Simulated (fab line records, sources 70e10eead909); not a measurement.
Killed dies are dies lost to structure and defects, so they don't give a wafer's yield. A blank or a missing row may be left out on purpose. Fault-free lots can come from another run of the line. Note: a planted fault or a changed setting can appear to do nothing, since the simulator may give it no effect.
The tool behind it: which one? ; flow nand_harc ; 69 wafers from 23 lots sampled at 3 of the route's 1302 steps

## WHAT EACH GAUGE READ, for each wafer
NHARC_A_M1_CD_MEAS_09 targets a cd of 120 nm. Usual: cd_nm 119.6 nm, standard deviation 0.57.
lot;measured;on;cd_nm (nm);flag
L074;day 23 08:38;cd_sem-03;119.9 120.1 119.9;
L075;day 23 14:08;cd_sem-03;120.1 119.5 119.4;
L077;day 24 04:21;cd_sem-03;119.6 119.3 118.6;
L076;day 24 06:25;cd_sem-01;119.5 119.1 119.6;
L078;day 24 20:58;cd_sem-03;119.2 119.7 120.1;
L079;day 25 01:03;cd_sem-02;119.8 120.2 119.7;
L080;day 26 00:47;cd_sem-03;119.4 120.0 119.4;
L081;day 26 01:05;cd_sem-02;120.4 120.3 118.6;
L082;day 26 12:49;cd_sem-02;120.3 119.3 119.1;
L083;day 26 20:04;cd_sem-02;119.7 120.1 119.2;
L085;day 27 07:39;cd_sem-03;119.7 119.2 119.8;
L084;day 27 09:25;cd_sem-03;120.5 120.9 120.8;
L086;day 27 23:28;cd_sem-03;119.5 119.6 120.0;
L087;day 28 20:44;cd_sem-01;119.2 119.5 118.7;
L089;day 29 03:14;cd_sem-03;119.7 119.6 119.6;
L088;day 29 05:14;cd_sem-01;119.1 119.7 119.0;
L091;day 29 14:14;cd_sem-03;119.0 119.0 119.3;
L092;day 30 06:12;cd_sem-03;118.5 118.9 118.4;
L094;day 30 20:59;cd_sem-02;119.9 120.7 120.1;
L093;day 30 22:11;cd_sem-02;119.7 120.4 120.0;
L095;day 31 21:35;cd_sem-01;120.8 120.6 119.2;
L096;day 32 06:05;cd_sem-02;120.4 120.2 120.3;
L097;day 32 06:52;cd_sem-01;119.2 119.6 118.7;

## TOOL THAT RAN EACH LOT (tool first, then ch and the chambers of the sampled wafers, then the start)
lot;NHARC_A_M0_ETCH_34;NHARC_A_M0_STRIP_18
L074;rie_diel-07 ch 0,1,3, day 23 04:54;rie_diel-09 ch 0,1,2, day 23 05:11
L075;rie_diel-07 ch 1,2,3, day 23 10:21;rie_diel-07 ch 0,1,3, day 23 10:42
L077;rie_diel-07 ch 0,1,2, day 24 00:05;rie_diel-09 ch 0,3, day 24 00:22
L076;rie_diel-07 ch 1,2,3, day 24 02:38;rie_diel-13 ch 0,2,3, day 24 02:55
L078;rie_diel-13 ch 1,2,3, day 24 16:45;rie_diel-09 ch 1,2,3, day 24 17:05
L079;rie_diel-13 ch 2,3, day 24 21:07;rie_diel-07 ch 0,1,2, day 24 21:25
L080;rie_diel-07 ch 0,2,3, day 25 21:02;rie_diel-09 ch 0,1,2, day 25 21:19
L081;rie_diel-07 ch 1,2,3, day 25 21:15;rie_diel-13 ch 0,1,3, day 25 21:32
L082;rie_diel-09 ch 1,3, day 26 09:07;rie_diel-13 ch 0,1,3, day 26 09:24
L083;rie_diel-13 ch 0,1, day 26 16:16;rie_diel-09 ch 0,3, day 26 16:35
L085;rie_diel-07 ch 0,1,2, day 27 04:02;rie_diel-13 ch 0,2,3, day 27 04:19
L084;rie_diel-09 ch 0,2, day 27 05:40;rie_diel-07 ch 0,3, day 27 05:57
L086;rie_diel-09 ch 0,1,2, day 27 19:37;rie_diel-07 ch 2,3, day 27 19:54
L087;rie_diel-09 ch 0,1,2, day 28 16:58;rie_diel-09 ch 1,2, day 28 17:14
L089;rie_diel-13 ch 0,1,2, day 28 23:28;rie_diel-07 ch 0,2,3, day 28 23:50
L088;rie_diel-13 ch 0,1, day 29 01:28;rie_diel-07 ch 1,2,3, day 29 01:45
L091;rie_diel-13 ch 1,2, day 29 10:29;rie_diel-13 ch 0,3, day 29 10:46
L092;rie_diel-09 ch 1,2, day 30 02:19;rie_diel-09 ch 1,2, day 30 02:37
L094;rie_diel-09 ch 0,1,3, day 30 17:15;rie_diel-07 ch 0,1,3, day 30 17:32
L093;rie_diel-07 ch 0,1,3, day 30 18:27;rie_diel-13 ch 0,1,2, day 30 18:44
L095;rie_diel-13 ch 0,1,3, day 31 17:49;rie_diel-13 ch 0,1,3, day 31 18:06
L096;rie_diel-13 ch 0,1, day 32 01:28;rie_diel-09 ch 1,2,3, day 32 01:48
L097;rie_diel-13 ch 1,2,3, day 32 02:52;rie_diel-07 ch 1,2,3, day 32 03:11
- NHARC_A_M0_ETCH_34: etches the open film in N2/H2, target depth 40 nm, overetch 12 nm, time 43.94 s.
- NHARC_A_M0_STRIP_18: strips in N2/H2.

## AS READ BY THE TOOLS THEMSELVES (means over the sampled wafers that have a number; for cases with no such wafer, the mark the record gives instead)
NHARC_A_M0_ETCH_34. Usual: drypump_motor_current_A 5.5 A, standard deviation 0.38; oes_product_au 0.998 a.u., standard deviation 0.0077; rf_vpp_V 431.2 V, standard deviation 2.7; showerhead_plenum_p_Torr 2.06 Torr, standard deviation 0.096; throttle_valve_pct 14.169 %, standard deviation 0.0088.
lot;tool;drypump_motor_current_A (A);oes_product_au (a.u.);rf_vpp_V (V);showerhead_plenum_p_Torr (Torr);throttle_valve_pct (%);flag
L074;rie_diel-07;5.8;1.006;432.2;2.10;14.168;
L075;rie_diel-07;5.6;1.001;429.8;2.02;14.165;
L077;rie_diel-07;5.6;1.000;430.8;2.04;14.170;
L076;rie_diel-07;5.5;1.011;430.8;2.02;14.168;
L078;rie_diel-13;5.8;0.998;431.6;2.08;14.177;
L079;rie_diel-13;5.6;0.989;434.0;2.15;14.166;
L080;rie_diel-07;5.6;1.000;430.8;2.02;14.165;
L081;rie_diel-07;5.6;1.002;431.1;2.02;14.166;
L082;rie_diel-09;5.5;1.001;429.0;1.98;14.170;
L083;rie_diel-13;5.4;0.996;432.7;2.12;14.166;
L085;rie_diel-07;5.6;1.005;430.2;2.04;14.166;
L084;rie_diel-09;5.4;1.003;430.6;2.06;14.171;
L086;rie_diel-09;5.2;0.997;431.6;2.08;14.175;
L087;rie_diel-09;5.2;1.004;432.1;2.08;14.170;
L089;rie_diel-13;5.5;0.989;431.9;2.11;14.170;
L088;rie_diel-13;5.4;0.994;432.5;2.12;14.171;
L091;rie_diel-13;5.8;0.983;430.1;2.03;14.171;
L092;rie_diel-09;5.1;1.001;430.2;2.04;14.171;
L094;rie_diel-09;5.4;1.004;430.6;2.04;14.167;
L093;rie_diel-07;5.8;0.997;432.6;2.09;14.167;
L095;rie_diel-13;5.7;0.996;432.4;2.09;14.176;
L096;rie_diel-13;5.4;0.990;432.7;2.12;14.173;
L097;rie_diel-13;5.8;0.989;431.8;2.08;14.173;

NHARC_A_M0_STRIP_18. Usual: drypump_motor_current_A 5.5 A, standard deviation 0.38; oes_product_au 0.999 a.u., standard deviation 0.0087; rf_vpp_V 90.8 V, standard deviation 0.99; showerhead_plenum_p_Torr 2.06 Torr, standard deviation 0.09; throttle_valve_pct 14.172 %, standard deviation 0.0099.
lot;tool;drypump_motor_current_A (A);oes_product_au (a.u.);rf_vpp_V (V);showerhead_plenum_p_Torr (Torr);throttle_valve_pct (%);flag
L074;rie_diel-09;5.2;1.010;91.9;2.08;14.167;
L075;rie_diel-07;5.8;1.008;90.8;2.09;14.167;
L077;rie_diel-09;5.7;1.007;90.3;2.06;14.173;
L076;rie_diel-13;5.5;0.993;91.1;2.16;14.171;
L078;rie_diel-09;5.3;1.001;90.6;2.01;14.172;
L079;rie_diel-07;5.6;1.008;90.7;2.04;14.165;
L080;rie_diel-09;5.2;1.001;90.3;2.08;14.172;
L081;rie_diel-13;5.7;0.997;90.7;2.09;14.178;
L082;rie_diel-13;5.7;0.985;90.9;2.09;14.171;
L083;rie_diel-09;5.7;1.003;91.2;2.06;14.173;
L085;rie_diel-13;5.5;0.996;91.1;2.16;14.162;
L084;rie_diel-07;5.8;1.004;91.5;2.07;14.172;
L086;rie_diel-07;5.4;1.006;89.9;1.94;14.174;
L087;rie_diel-09;5.0;1.005;90.2;2.07;14.168;
L089;rie_diel-07;5.6;0.997;90.1;2.02;14.176;
L088;rie_diel-07;5.5;1.000;90.9;2.02;14.172;
L091;rie_diel-13;5.4;0.995;90.5;2.17;14.176;
L092;rie_diel-09;5.1;1.001;91.5;2.04;14.179;
L094;rie_diel-07;5.8;1.002;91.4;2.09;14.177;
L093;rie_diel-13;5.5;0.995;91.1;2.11;14.174;
L095;rie_diel-13;5.7;0.984;90.4;2.09;14.172;
L096;rie_diel-09;5.3;1.008;89.7;2.01;14.179;
L097;rie_diel-07;5.6;0.991;91.1;2.02;14.168;

## THE ANSWER, worked out from the rows above alone
Rule: take the mean of a lot's wafers that have a number; if it is more than 3 standard deviations from the usual mean, the lot is off. Also off: a lot with no number at a reading for which 4 or more lots have one. All remaining lots with rows at the step are treated as sound. First the gauges in route order, then the tools' own readings, where a lot's mean is used as printed above. At the first step where some lot is off, the reading lying furthest off is the one used; lots without a number count as furthest.
Nothing can be told from this: no lot is off at any reading shown.

## WHAT THE SIMULATOR HAD INSERTED
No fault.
